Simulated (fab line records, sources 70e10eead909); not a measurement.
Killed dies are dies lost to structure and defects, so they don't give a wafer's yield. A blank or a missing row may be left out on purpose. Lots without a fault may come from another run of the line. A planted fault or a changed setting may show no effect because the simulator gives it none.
Which tool did it? | flow nand_harc | 12 lots, 36 wafers sampled, at 6 steps of a route of 1302

WHAT THE GAUGES READ, wafer by wafer
NHARC_A_DECK1_JOINT_INSPECT_05.
lot  | measured     | on                | raw_defect_count
L953 | day 12 10:05 | defect_inspect-02 | 223 194 249
L955 | day 13 08:49 | defect_inspect-02 | 276 431 287
L960 | day 15 08:20 | defect_inspect-01 | 1242 439 310
L966 | day 18 11:22 | defect_inspect-01 | 436 501 338
L968 | day 18 17:56 | defect_inspect-02 | 354 547 410
L969 | day 19 08:26 | defect_inspect-02 | 205 286 199
L971 | day 20 04:32 | defect_inspect-02 | 180 273 205
L973 | day 20 07:08 | defect_inspect-01 | 467 333 268
L972 | day 20 07:11 | defect_inspect-01 | 277 330 220
L974 | day 21 09:50 | defect_inspect-01 | 303 753 508
L975 | day 21 09:50 | defect_inspect-02 | 470 259 224
L976 | day 22 09:01 | defect_inspect-02 | 393 397 328

NHARC_A_ONON_D2_THK_MEAS_14: measures by ellipsometry.
lot  | measured     | on            | thk_nm (nm)
L953 | day 12 12:56 | film_metro-02 | 999 999 998
L955 | day 13 11:40 | film_metro-01 | 995 995 995
L960 | day 15 11:13 | film_metro-01 | 1003 1003 1002
L966 | day 18 14:13 | film_metro-02 | 999 1000 997
L968 | day 18 20:46 | film_metro-02 | 989 990 988
L969 | day 19 11:16 | film_metro-01 | 1000 1002 1002
L971 | day 20 07:23 | film_metro-01 | 999 997 996
L973 | day 20 09:59 | film_metro-02 | 1004 1003 1003
L972 | day 20 10:04 | film_metro-02 | 1002 1002 1002
L974 | day 21 12:43 | film_metro-02 | 1003 1003 1002
L975 | day 21 12:41 | film_metro-01 | 1004 1003 1003
L976 | day 22 11:52 | film_metro-01 | 1007 1007 1007

NHARC_A_ONON_D2_THK_MEAS_21: measures by ellipsometry.
lot  | measured     | on            | thk_nm (nm)
L953 | day 12 20:43 | film_metro-02 | 996 995 997
L955 | day 13 21:02 | film_metro-01 | 996 996 995
L960 | day 15 19:56 | film_metro-02 | 1001 1001 1000
L966 | day 18 23:11 | film_metro-01 | 990 989 992
L968 | day 19 05:04 | film_metro-02 | 1014 1011 1013
L969 | day 19 19:14 | film_metro-01 | 988 990 990
L971 | day 20 15:16 | film_metro-02 | 1009 1007 1009
L973 | day 20 15:17 | film_metro-01 | 997 997 997
L972 | day 20 15:17 | film_metro-02 | 995 996 995
L974 | day 21 20:44 | film_metro-02 | 1000 999 1004
L975 | day 21 20:44 | film_metro-01 | 987 988 987
L976 | day 22 20:01 | film_metro-02 | 991 989 989

NHARC_END_SORT_01.
lot  | measured     | on        | killed_at_array | killed_at_other | killed_at_periphery | killed_dies | killed_open | killed_short
L960 | day 27 14:58 | prober-01 | 510 72 81       | 2 3 0           | 4 7 9               | 516 82 90   | 2 2 4       | 1 6 5
L966 | day 30 09:03 | prober-01 | 51 42 44        | 2 0 1           | 7 2 3               | 60 44 48    | 2 1 3       | 2 1 0
L969 | day 31 04:16 | prober-01 | 56 32 47        | 0 0 0           | 4 2 9               | 60 34 56    | 3 1 6       | 1 2 4

WHICH TOOL RAN EACH LOT (tool, then ch and the chambers of the sampled wafers, then the start)
lot  | NHARC_A_DECK1_JOINT_CMP_02    | NHARC_A_DECK1_JOINT_DEP_16
L953 | cmp-02 ch 1,2,3, day 12 09:17 | pecvd-01 ch 0,1,2, day 12 09:49
L955 | cmp-02 ch 0,2,3, day 13 08:06 | pecvd-03 ch 0,1,2, day 13 08:29
L960 | cmp-02 ch 0,1,3, day 15 07:38 | pecvd-01 ch 0,1, day 15 08:03
L966 | cmp-03 ch 2,3, day 18 10:40   | pecvd-04 ch 1,2, day 18 11:04
L968 | cmp-02 ch 0,1,3, day 18 17:13 | pecvd-03 ch 0,1,2, day 18 17:37
L969 | cmp-03 ch 0,2, day 19 07:45   | pecvd-01 ch 0,1, day 19 08:08
L971 | cmp-02 ch 1,2,3, day 20 03:50 | pecvd-01 ch 0,2, day 20 04:14
L973 | cmp-04 ch 0,1,2, day 20 06:25 | pecvd-01 ch 0,1,2, day 20 06:49
L972 | cmp-03 ch 0,1,2, day 20 06:29 | pecvd-03 ch 0,1,2, day 20 06:53
L974 | cmp-03 ch 0,1, day 21 09:08   | pecvd-01 ch 0,1,2, day 21 09:37
L975 | cmp-02 ch 0,2,3, day 21 09:09 | pecvd-03 ch 0,1, day 21 09:31
L976 | cmp-03 ch 0,2, day 22 08:13   | pecvd-04 ch 1,2, day 22 08:44
- NHARC_A_DECK1_JOINT_CMP_02: polishes SiOx.
- NHARC_A_DECK1_JOINT_DEP_16: deposits SiO2, target thk 45 nm.

WHAT THE TOOLS THEMSELVES READ (means of the sampled wafers that have a number; where no wafer has one, the mark that the record gives instead)
NHARC_A_DECK1_JOINT_CMP_02.
lot  | tool   | edge_zone_pressure_frac | motor_current_A (A) | slurry_filter_dp_kPa (kPa)
L953 | cmp-02 | 0.994                   | 11.6                | 13.50
L955 | cmp-02 | 1.001                   | 12.0                | 13.50
L960 | cmp-02 | 0.996                   | 11.7                | 13.54
L966 | cmp-03 | 1.005                   | 10.7                | 13.58
L968 | cmp-02 | 0.995                   | 12.2                | 13.44
L969 | cmp-03 | 1.002                   | 11.7                | 13.57
L971 | cmp-02 | 0.996                   | 11.7                | 13.35
L973 | cmp-04 | 1.002                   | 10.9                | 13.49
L972 | cmp-03 | 0.997                   | 11.2                | 13.71
L974 | cmp-03 | 1.005                   | 11.6                | 13.60
L975 | cmp-02 | 1.001                   | 11.9                | 13.57
L976 | cmp-03 | 0.999                   | 11.8                | 13.53

NHARC_A_DECK1_JOINT_DEP_16.
lot  | tool     | chamber_pressure_Torr (Torr) | heater_power_w (W) | susceptor_temp_C (C) | throttle_valve_pct (%)
L953 | pecvd-01 | 6.490                        | 601                | 399.88               | 16.2
L955 | pecvd-03 | 6.485                        | 587                | 400.11               | 15.8
L960 | pecvd-01 | 6.487                        | 619                | 400.01               | 15.8
L966 | pecvd-04 | 6.492                        | 601                | 399.88               | 16.1
L968 | pecvd-03 | 6.486                        | 560                | 400.06               | 15.5
L969 | pecvd-01 | 6.508                        | 680                | 399.79               | 15.8
L971 | pecvd-01 | 6.501                        | 716                | 400.15               | 16.3
L973 | pecvd-01 | 6.493                        | 593                | 399.85               | 16.2
L972 | pecvd-03 | 6.493                        | 553                | 399.95               | 15.7
L974 | pecvd-01 | 6.494                        | 661                | 400.04               | 16.4
L975 | pecvd-03 | 6.502                        | 521                | 399.81               | 15.7
L976 | pecvd-04 | 6.502                        | 621                | 399.75               | 15.8

THE ANSWER, worked out from the rows above alone
Rule: what is usual is taken from the lots themselves. Put in order of their means at a reading, lots are off if they are a third of the lots or fewer, leave a main group of 4 or more, and stand apart from it by a gap of 3 or more times the standard deviation of the main group's means; of several such gaps the widest counts. A main group whose means are all the same, to the digits that the tables above print for the reading, isn't used. A lot without any number at a reading at which 4 lots or more have one is off too. The other lots that the step has rows for count as sound. The gauges are gone through in route order, then the tools' own readings, and for those a lot's mean is taken as printed above. The first step at which some lot is off is used, and at that step the reading that is off furthest; a lot without a number counts as furthest.
No lot is off at any reading shown: from this, nothing can be told.

WHAT THE SIMULATOR HAD PUT IN
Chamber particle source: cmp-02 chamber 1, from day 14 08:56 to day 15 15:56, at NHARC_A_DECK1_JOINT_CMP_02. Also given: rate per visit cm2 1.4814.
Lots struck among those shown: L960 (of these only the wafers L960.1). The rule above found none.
